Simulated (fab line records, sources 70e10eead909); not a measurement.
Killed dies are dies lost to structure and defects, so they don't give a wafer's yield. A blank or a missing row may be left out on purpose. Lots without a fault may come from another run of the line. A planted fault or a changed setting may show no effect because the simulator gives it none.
fab line records | flow nand_harc
record lots=15 wafers=45 last_day=33
route steps=1302 shown P_ZERO_WELL@68 P_STI@80 P_GATE@124
lots that met no fault: from a run of the same line without faults
start_h: hours from the record's first day to the start of the lot's first wafer shown | wait_h: hours since the lot's step before | " the same as in the row above | L1.1+2: a row that stands for several wafers | - no value, or no start given | * or withheld: withheld | < > ~ a bound
route shown NAME@n: a module of which the file shows steps, and the number in the route of the first | usual: mean/standard deviation of fault-free wafers | same: alike in all rows | chamber/n: place in a boat | sites: the reading at each site | _std_site: their standard deviation | _edge_site: outer sites' mean less inner sites' | radius_mm: how far each site lies from the wafer's centre | mask NAME#n: copy n | behind: the tool/chamber that last shaped the wafer | hold: why the lot was held/for how many hours/how that ended | device: the transistor (n, p or np) that didn't switch | end of line: the same wafers' tests at the end of the route | a step without rows: its recipe alone | killed: dies lost to structure and defects at the first sort, not the wafer's yield | map: a wafer's dies, x killed, . not, _ none there
set.NAME: the setting as run; set.NAME@STEP: as run at that earlier step | model.NAME: the simulator's own value behind a step, which no gauge read
steps of the route over a sample of lots; a table a step, a row a wafer
services: from which hour (start_h, from the record's first day; less than 0 if before it) a tool's chamber was out of use, for how many hours, and why
## steps
# step NHARC_P_ZERO_WELL_INSPECT_43
# usual raw_defect_count=13/6
# columns lot.wafer tool chamber start_h wait_h raw_defect_count
L962.1 defect_inspect-01 - 27.71 0.6 9
L962.2 " - " " 18
L962.3 " - " " 9
L963.1 defect_inspect-02 - 40.68 0.6 9
L963.2 " - " " 6
L963.4 " - " " 8
L967.4 defect_inspect-02 - 77.68 0.2 14
L967.5 " - " " 15
L967.6 " - " " 26
L968.1 defect_inspect-02 - 87.49 0.6 7
L968.2 " - " " 16
L968.4 " - " " 12
L969.2 defect_inspect-02 - 101.61 0.5 10
L969.3 " - " " 13
L969.6 " - " " 12
L970.2 defect_inspect-02 - 107.55 0.5 10
L970.5 " - " " 13
L970.6 " - " " 7
L971.2 defect_inspect-01 - 117.62 0.5 9
L971.4 " - " " 6
L971.5 " - " " 10
L972.2 defect_inspect-02 - 127.69 0.5 16
L972.4 " - " " 3
L972.6 " - " " 19
L973.2 defect_inspect-01 - 137.44 0.5 7
L973.3 " - " " 6
L973.4 " - " " 4
L974.2 defect_inspect-01 - 147.72 0.5 7
L974.3 " - " " 12
L974.5 " - " " 7
L975.2 defect_inspect-01 - 157.76 0.5 22
L975.3 " - " " 10
L975.4 " - " " 29
L977.1 defect_inspect-01 - 177.61 0.6 20
L977.2 " - " " 21
L977.4 " - " " 21
L980.1 defect_inspect-02 - 207.62 0.6 18
L980.5 " - " " 14
L980.6 " - " " 17
L983.1 defect_inspect-01 - 237.83 0.6 8
L983.4 " - " " 12
L983.5 " - " " 22
L984.3 defect_inspect-02 - 247.70 0.4 7
L984.4 " - " " 16
L984.5 " - " " 20
# step NHARC_P_STI_EXPOSE_06
# recipe na=0.55 target_cd_nm=200 dose_mj=37.69 mask_id=P_STI
# usual exposure_dose_mJ_cm2=37.63/0.036 focus_offset_nm=-0.1/0.57 stage_vel_mm_s=499.98/0.26
# columns lot.wafer tool chamber start_h wait_h mask exposure_dose_mJ_cm2 focus_offset_nm stage_vel_mm_s
L962.1 krf_scanner-01 0 44.78 - P_STI#0 37.67 -0.2 500.14
L962.2 " 0 " " P_STI#0 37.66 -0.6 500.17
L962.3 " 0 " " P_STI#0 37.63 -0.4 500.03
L963.1 krf_scanner-02 0 55.65 - P_STI#0 37.64 -0.2 499.34
L963.2 " 0 " " P_STI#0 37.66 0.3 499.67
L963.4 " 0 " " P_STI#0 37.72 0.0 499.74
L967.4 krf_scanner-01 0 93.56 - P_STI#0 37.68 -0.6 500.00
L967.5 " 0 " " P_STI#0 37.68 -0.8 499.80
L967.6 " 0 " " P_STI#0 37.63 -0.6 500.21
L968.1 krf_scanner-04 0 105.95 - P_STI#0 37.63 -0.4 499.56
L968.2 " 0 " " P_STI#0 37.68 0.7 499.75
L968.4 " 0 " " P_STI#0 37.59 0.5 500.07
L969.2 krf_scanner-04 0 116.97 - P_STI#0 37.64 -0.4 500.20
L969.3 " 0 " " P_STI#0 37.64 -0.4 499.49
L969.6 " 0 " " P_STI#0 37.66 -0.4 500.38
L970.2 krf_scanner-04 0 122.61 - P_STI#0 37.64 -0.6 499.93
L970.5 " 0 " " P_STI#0 37.67 0.4 499.94
L970.6 " 0 " " P_STI#0 37.67 0.3 499.99
L971.2 krf_scanner-04 0 133.44 - P_STI#0 37.61 0.5 500.05
L971.4 " 0 " " P_STI#0 37.56 -1.2 499.74
L971.5 " 0 " " P_STI#0 37.61 -0.6 500.81
L972.2 krf_scanner-04 0 143.21 - P_STI#0 37.59 0.0 500.35
L972.4 " 0 " " P_STI#0 37.60 0.0 499.91
L972.6 " 0 " " P_STI#0 37.65 -0.4 500.53
L973.2 krf_scanner-04 - 152.46 - P_STI#0 - - -
L973.3 " - " " P_STI#0 - - -
L973.4 " - " " P_STI#0 - - -
L974.2 krf_scanner-02 - 164.34 - P_STI#0 - - -
L974.3 " - " " P_STI#0 - - -
L974.5 " - " " P_STI#0 - - -
L975.2 krf_scanner-04 - 172.27 - P_STI#0 - - -
L975.3 " - " " P_STI#0 - - -
L975.4 " - " " P_STI#0 - - -
L977.1 krf_scanner-01 0 192.69 - P_STI#0 37.60 -0.4 499.90
L977.2 " 0 " " P_STI#0 37.58 0.5 499.57
L977.4 " 0 " " P_STI#0 37.60 0.5 499.60
L980.1 krf_scanner-02 0 227.29 - P_STI#0 37.63 -1.0 499.73
L980.5 " 0 " " P_STI#0 37.58 -0.3 500.38
L980.6 " 0 " " P_STI#0 37.62 -0.9 500.28
L983.1 krf_scanner-04 0 257.89 - P_STI#0 37.60 -0.6 500.21
L983.4 " 0 " " P_STI#0 37.67 0.0 499.71
L983.5 " 0 " " P_STI#0 37.54 0.2 499.92
L984.3 krf_scanner-02 0 262.20 - P_STI#0 37.69 0.0 500.51
L984.4 " 0 " " P_STI#0 37.64 -0.5 500.56
L984.5 " 0 " " P_STI#0 37.60 -0.5 499.97
# step NHARC_P_STI_DESCUM_14
# recipe time_s=3 o2_flow_sccm=200 ar_flow_sccm=0 bias_power_w=0 chemistry=O2
# usual drypump_motor_current_A=5.7/0.48 oes_product_au=1.000/0.0075 rf_vpp_V=57.8/0.91 showerhead_plenum_p_Torr=1.91/0.077 throttle_valve_pct=11.311/0.0084
# columns lot.wafer tool chamber start_h wait_h drypump_motor_current_A oes_product_au rf_hours_counter_h rf_vpp_V showerhead_plenum_p_Torr throttle_valve_pct
L962.1 rie_diel-03 1 45.20 - 6.1 1.018 7 59.0 2.05 11.301
L962.2 " 2 " " 5.2 0.997 7 58.6 1.89 11.324
L962.3 " 3 " " 5.4 1.007 8 56.8 1.85 11.312
L963.2 rie_diel-03 2 56.06 - 5.3 1.001 7 57.1 1.89 11.302
L963.1 " 3 " " 5.4 1.012 8 57.4 1.85 11.302
L963.4 " 1 " " 6.1 1.007 8 58.5 2.05 11.326
L967.4 rie_diel-07 0 93.97 - 5.2 1.007 11 58.1 1.90 11.313
L967.6 " 2 " " 5.1 1.001 - 57.6 1.89 11.293
L967.5 " 3 " " 5.5 0.989 - 58.6 2.01 11.305
L968.2 rie_diel-08 2 106.36 - 5.6 0.993 3 57.8 1.88 11.320
L968.1 " 1 " " 6.8 0.995 3 55.9 1.82 11.324
L968.4 " 1 " " 6.7 1.010 - 56.5 1.82 11.312
L969.3 rie_diel-03 3 117.38 - 5.4 1.006 1 56.1 1.85 11.301
L969.2 " 2 " " 5.3 0.991 0 58.1 1.89 11.320
L969.6 " 3 " " 5.4 1.005 - 57.7 1.85 11.288
L970.2 rie_diel-08 3 123.02 - 5.6 1.002 4 57.3 2.03 11.300
L970.5 " 2 " " 5.6 0.997 - 57.9 1.88 11.315
L970.6 " 3 " " 5.6 1.001 - 58.7 2.03 11.323
L971.2 rie_diel-03 3 133.84 - 5.4 1.004 2 59.0 1.85 11.299
L971.4 " 1 " " 6.1 0.999 2 58.8 2.05 11.310
L971.5 " 3 " " 5.4 1.006 - 58.0 1.85 11.317
L972.2 rie_diel-07 3 143.62 - 5.4 0.999 1 58.2 2.01 11.317
L972.4 " 0 " " 5.3 0.992 1 58.6 1.90 11.309
L972.6 " 3 " " 5.5 0.982 - 57.9 2.01 11.313
L973.4 rie_diel-07 3 152.87 - 5.5 0.983 2 56.9 2.01 11.305
L973.3 " 0 " " 5.3 1.006 2 58.4 1.90 11.306
L973.2 " 2 " " 5.1 0.995 2 58.7 1.88 11.317
L974.2 rie_diel-07 0 164.75 - 5.3 1.001 4 57.3 1.90 11.317
L974.3 " 2 " " 5.1 1.005 3 59.4 1.88 11.303
L974.5 " 0 " " 5.3 1.001 - 56.2 1.90 11.314
L975.3 rie_diel-03 2 172.69 - 5.3 0.990 4 56.8 1.88 11.316
L975.2 " 3 " " 5.4 1.001 5 56.8 1.85 11.309
L975.4 " 0 " " 6.3 1.005 5 56.7 1.81 11.322
L977.4 rie_diel-07 1 193.10 - 5.9 0.993 6 58.3 1.95 11.292
L977.2 " 3 " " 5.5 0.978 6 58.1 2.01 11.317
L977.1 " 0 " " 5.3 1.003 7 58.5 1.89 11.315
L980.1 rie_diel-07 2 227.70 - 5.1 0.996 10 57.6 1.88 11.313
L980.6 " 2 " " 5.1 0.998 - 57.6 1.88 11.314
L980.5 " 3 " " 5.5 0.987 - 58.5 2.00 11.300
L983.4 rie_diel-07 0 258.31 - 5.3 1.011 14 58.4 1.89 11.317
L983.1 " 1 " " 5.8 1.012 13 59.2 1.95 11.316
L983.5 " 1 " " 5.9 1.003 - 57.9 1.95 11.301
L984.3 rie_diel-08 3 262.60 - 5.6 1.000 4 58.8 2.03 11.323
L984.4 " 0 " " 6.3 0.998 5 57.1 1.82 11.314
L984.5 " 3 " " 5.5 0.999 - 59.1 2.03 11.316
# step NHARC_P_GATE_DESCUM_13
# recipe time_s=3 o2_flow_sccm=200 ar_flow_sccm=0 bias_power_w=0 chemistry=O2
# usual drypump_motor_current_A=5.8/0.43 oes_product_au=1.001/0.0076 rf_vpp_V=57.9/0.86 showerhead_plenum_p_Torr=1.92/0.077 throttle_valve_pct=11.310/0.0097
# columns lot.wafer tool chamber start_h wait_h drypump_motor_current_A oes_product_au rf_hours_counter_h rf_vpp_V showerhead_plenum_p_Torr throttle_valve_pct
L962.2 rie_diel-10 0 86.09 - 5.4 0.984 0 58.8 1.92 11.308
L962.3 " 2 " " 6.4 0.986 0 59.4 1.83 11.299
L962.1 " 3 " " 5.1 0.997 0 60.0 2.06 11.302
L963.2 rie_diel-09 1 92.75 - 5.7 1.019 6 58.7 1.95 11.305
L963.1 " 3 " " 5.6 1.008 7 57.8 1.98 11.304
L963.4 " 0 " " 6.0 1.007 7 57.1 1.80 11.317
L967.4 rie_diel-10 0 133.19 - 5.4 1.011 3 56.2 1.91 11.306
L967.6 " 2 " " 6.5 1.003 - 56.8 1.83 11.308
L967.5 " 3 " " 5.1 0.998 - 59.6 2.06 11.317
L968.2 rie_diel-13 3 141.54 - 5.1 1.006 9 57.6 1.85 11.324
L968.1 " 0 " " 5.9 1.005 9 58.3 1.91 11.297
L968.4 " 1 " " 5.8 0.988 9 57.2 2.02 11.298
L969.2 rie_diel-09 2 155.96 - 5.2 1.004 0 56.3 1.83 11.299
L969.3 " 3 " " 5.6 1.005 0 59.1 1.98 11.317
L969.6 " 1 " " 5.7 1.002 - 58.1 1.95 11.316
L970.2 rie_diel-09 2 156.09 - 5.3 1.006 0 58.1 1.83 11.317
L970.5 " 2 " " 5.2 1.004 - 57.8 1.83 11.290
L970.6 " 3 " " 5.6 0.993 - 59.0 1.98 11.318
L971.4 rie_diel-13 2 181.29 - 6.3 1.000 1 58.2 2.00 11.319
L971.2 " 0 " " 5.9 1.005 1 58.0 1.91 11.309
L971.5 " 2 " " 6.3 1.009 - 57.6 2.00 11.320
L972.4 rie_diel-13 0 181.43 - 5.9 0.992 1 58.1 1.91 11.299
L972.2 " 2 " " 6.3 0.997 1 59.8 2.00 11.314
L972.6 " 1 " " 5.8 0.993 - 58.7 2.02 11.323
L977.2 rie_diel-10 1 226.54 - 6.3 1.005 9 58.2 1.95 11.292
L977.1 " 2 " " 6.4 1.001 9 57.1 1.83 11.301
L977.4 " 1 " " 6.3 1.005 - 58.6 1.95 11.309
L980.1 rie_diel-09 0 262.52 - 6.0 0.996 4 57.4 1.80 11.284
L980.5 " 3 " " 5.6 0.999 - 57.4 1.98 11.322
L980.6 " 2 " " 5.2 0.999 - 58.4 1.83 11.317
L983.4 rie_diel-13 2 295.66 - 6.3 1.021 9 57.2 2.00 11.302
L983.1 " 0 " " 5.9 1.015 8 56.7 1.91 11.302
L983.5 " 1 " " 5.8 1.002 - 58.7 2.01 11.317
L984.3 rie_diel-10 0 295.81 - 5.4 0.994 3 58.4 1.91 11.312
L984.4 " 1 " " 6.3 1.002 4 59.7 1.95 11.320
L984.5 " 1 " " 6.3 1.002 - 58.0 1.95 11.301
## services
# columns tool chamber start_h hours kind
rie_diel-10 2 30.54 6.5 repair
rie_diel-09 - 38.26 0.2 repair
krf_scanner-04 - 45.40 0.4 repair
rie_diel-07 - 51.53 11.5 repair
rie_diel-10 3 59.15 12.9 repair
rie_diel-10 - 66.59 9.0 pm
krf_scanner-04 - 69.78 0.7 repair
rie_diel-03 - 89.87 6.7 repair
krf_scanner-02 - 94.00 4.0 pm
rie_diel-10 3 95.16 5.2 repair
rie_diel-03 - 104.34 9.0 pm
rie_diel-10 3 105.21 7.2 repair
rie_diel-13 2 114.81 2.6 repair
rie_diel-07 - 117.25 9.0 pm
rie_diel-03 2 146.94 5.3 repair
krf_scanner-04 - 176.44 2.4 repair
krf_scanner-04 - 182.00 4.0 pm
rie_diel-03 1 189.58 4.1 repair
rie_diel-03 0 208.23 8.5 repair
rie_diel-03 - 214.31 0.3 repair
rie_diel-03 0 259.78 7.5 repair
rie_diel-03 - 281.34 9.0 pm
rie_diel-07 3 283.61 12.9 repair
rie_diel-07 - 294.25 9.0 pm
## key
first_sign step=NHARC_P_STI_EXPOSE_06 reading=tool_record direction=missing
effect none on later readings
met_at NHARC_P_STI_EXPOSE_06
struck_lots L973,L974,L975
later_rows_left_out L973.2,L973.3,L973.4,L974.2,L974.3,L974.5,L975.2,L975.3,L975.4
sort_left_out L973.2,L973.3,L973.4,L974.2,L974.3,L974.5,L975.2,L975.3,L975.4
tester_left_out L973,L974,L975
not_acting_at NHARC_P_ZERO_WELL_INSPECT_43,NHARC_P_STI_DESCUM_14,NHARC_P_GATE_DESCUM_13
onset_between 143.21 152.46
fault kind=skipped_step_whole tool=krf_scanner-02,krf_scanner-04 chamber=- onset_h=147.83 steps=NHARC_P_STI_EXPOSE_06 scope=struck_lots_only
# tester_left_out: of these lots the tester's yield and bins aren't shown, on N5 and GAA mostly nor the transistor test; their killed dies are dies lost to structure and defects alone, not to doping, threshold or leakage, so they don't give the yield
# sort_left_out: the simulated sort isn't trusted on such a fault, so these wafers' sort isn't shown, and their yield isn't known
# later_rows_left_out: the simulator's readings of these wafers behind a module that went badly wrong aren't trusted and aren't shown, but for the sort
